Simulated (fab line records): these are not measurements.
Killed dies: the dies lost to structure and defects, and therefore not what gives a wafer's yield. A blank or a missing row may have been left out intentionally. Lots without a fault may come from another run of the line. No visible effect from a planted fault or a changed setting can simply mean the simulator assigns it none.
Split-lot study :: flow n5-finfet :: on a route of 1938 steps: 7 lots, 21 wafers read

== THE SPLIT ==
At N5_PMOS_HMC_CHANNEL_EPI_PEB_07 (peb time 60 s), the setting peb-time-s was moved away from the recipe's 60 s on 9 of the 21 wafers read, by -20.3% to +21.6%. This setting was run at the recipe's value on the other wafers.

== FROM SPLIT TO READING: 1 step shown by the file between the two ==
- N5_PMOS_HMC_CHANNEL_EPI_DEVELOP_08: develop time 30 s

== THE READING ==
Shown in nm: cd-nm at N5_PMOS_HMC_CHANNEL_EPI_CD_MEAS_09, with target cd 237.4 nm. Typical for fault-free wafers on this fab line: 237.5 nm, with standard deviation 0.97 nm.

wafer: L076.3
tool, chamber at the split: litho-track-03, 0
peb-time-s as run, s: 49.75
against the recipe: -17.1%
cd-nm, nm: 228.7
against lot-mates on the recipe: -7.3

wafer: L076.4
tool, chamber at the split: litho-track-03, 0
peb-time-s as run, s: 60
against the recipe: recipe
cd-nm, nm: 236.0
against lot-mates on the recipe: -

wafer: L076.6
tool, chamber at the split: litho-track-03, 0
peb-time-s as run, s: 49.75
against the recipe: -17.1%
cd-nm, nm: 228.8
against lot-mates on the recipe: -7.2

wafer: L080.1
tool, chamber at the split: litho-track-03, 0
peb-time-s as run, s: 66.19
against the recipe: +10.3%
cd-nm, nm: 242.3
against lot-mates on the recipe: +5.0

wafer: L080.3
tool, chamber at the split: litho-track-03, 0
peb-time-s as run, s: 60
against the recipe: recipe
cd-nm, nm: 237.3
against lot-mates on the recipe: -

wafer: L080.5
tool, chamber at the split: litho-track-03, 0
peb-time-s as run, s: 66.19
against the recipe: +10.3%
cd-nm, nm: 243.1
against lot-mates on the recipe: +5.8

wafer: L081.1
tool, chamber at the split: litho-track-04, 0
peb-time-s as run, s: 60
against the recipe: recipe
cd-nm, nm: 238.3
against lot-mates on the recipe: -

wafer: L081.2
tool, chamber at the split: litho-track-04, 0
peb-time-s as run, s: 60
against the recipe: recipe
cd-nm, nm: 238.5
against lot-mates on the recipe: -

wafer: L081.4
tool, chamber at the split: litho-track-04, 0
peb-time-s as run, s: 60
against the recipe: recipe
cd-nm, nm: 238.2
against lot-mates on the recipe: -

wafer: L084.2
tool, chamber at the split: litho-track-04, 0
peb-time-s as run, s: 60
against the recipe: recipe
cd-nm, nm: 237.4
against lot-mates on the recipe: -

wafer: L084.3
tool, chamber at the split: litho-track-04, 0
peb-time-s as run, s: 60
against the recipe: recipe
cd-nm, nm: 238.3
against lot-mates on the recipe: -

wafer: L084.4
tool, chamber at the split: litho-track-04, 0
peb-time-s as run, s: 60
against the recipe: recipe
cd-nm, nm: 238.1
against lot-mates on the recipe: -

wafer: L085.1
tool, chamber at the split: litho-track-04, 0
peb-time-s as run, s: 60
against the recipe: recipe
cd-nm, nm: 237.5
against lot-mates on the recipe: -

wafer: L085.2
tool, chamber at the split: litho-track-04, 0
peb-time-s as run, s: 60
against the recipe: recipe
cd-nm, nm: 238.9
against lot-mates on the recipe: -

wafer: L085.4
tool, chamber at the split: litho-track-04, 0
peb-time-s as run, s: 60
against the recipe: recipe
cd-nm, nm: 238.1
against lot-mates on the recipe: -

wafer: L093.2
tool, chamber at the split: litho-track-04, 0
peb-time-s as run, s: 60
against the recipe: recipe
cd-nm, nm: 237.5
against lot-mates on the recipe: -

wafer: L093.3
tool, chamber at the split: litho-track-04, 0
peb-time-s as run, s: 47.83
against the recipe: -20.3%
cd-nm, nm: 227.5
against lot-mates on the recipe: -10.0

wafer: L093.5
tool, chamber at the split: litho-track-04, 0
peb-time-s as run, s: 47.83
against the recipe: -20.3%
cd-nm, nm: 227.7
against lot-mates on the recipe: -9.8

wafer: L095.1
tool, chamber at the split: litho-track-01, 0
peb-time-s as run, s: 72.95
against the recipe: +21.6%
cd-nm, nm: 246.6
against lot-mates on the recipe: no lot-mate on the recipe

wafer: L095.2
tool, chamber at the split: litho-track-01, 0
peb-time-s as run, s: 72.95
against the recipe: +21.6%
cd-nm, nm: 245.9
against lot-mates on the recipe: no lot-mate on the recipe

wafer: L095.5
tool, chamber at the split: litho-track-01, 0
peb-time-s as run, s: 72.95
against the recipe: +21.6%
cd-nm, nm: 245.4
against lot-mates on the recipe: no lot-mate on the recipe

THE FIT
A straight line over all 21 wafers: cd-nm changes by +0.45 nm for each +1% of peb-time-s; r = +0.99; the points scatter about the line by 0.95 nm.
The same after taking each lot's own level away (the mean of its wafers on the recipe; 18 wafers): +0.474 nm for each +1%; r = +0.99; scatter 0.48 nm.
On that fit, the largest move of peb-time-s shifts the reading by 10 nm.
From 236.00 to 238.33 nm: that is the span of the lots' own levels, equal to 2.4 times the standard deviation above.
The two slopes agree, so the slope changes little with the lot-to-lot level.
Check: for one of the wafers moved furthest among these (-20.3%), held out of the fit, the line's prediction against its lot-mates is -9.31 nm. Against them it came out at -10 nm.

== THESE WAFERS: OTHER SPLITS ==
Before the reading, these wafers also passed through other splits. Each is held against what the fit with the lots' levels taken away leaves over:
other split on the same wafers: N5_PMOS_HMC_CHANNEL_EPI_COAT_31 spin-rpm
wafers away from the commonest value: 3
r with cd-nm (lot level and that fit taken away): +0.50

== THE WHOLE CHAIN: every reading that the file lists as answering this split, in the file's order ==
step: N5_PMOS_HMC_CHANNEL_EPI_CD_MEAS_09
what it does: target cd 237.4 nm
reading: cd-nm
change (the file's fit): +0.471 nm for each +1% of the setting
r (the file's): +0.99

step: N5_PMOS_HMC_CHANNEL_EPI_DESCUM_14
what it does: chemistry O2, time 7.9 s
reading: PMOS_HMC_CHANNEL_EPI.cd-nm (the simulator's own value, which no gauge read)
change (the file's fit): +0.489 nm for each +1% of the setting
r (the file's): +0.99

step: N5_PMOS_HMC_CHANNEL_EPI_ETCH_32
what it does: etches BARC in N2/H2, stops on SiO2, target depth 85.8 nm, time 50.3 s
reading: PMOS_HMC_CHANNEL_EPI.cd-nm (the simulator's own value, which no gauge read)
change (the file's fit): +0.484 nm for each +1% of the setting
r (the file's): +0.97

== THE FILE'S OWN FIT ==
cd-nm changes by +0.471 nm for each +1% of peb-time-s, r = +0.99.
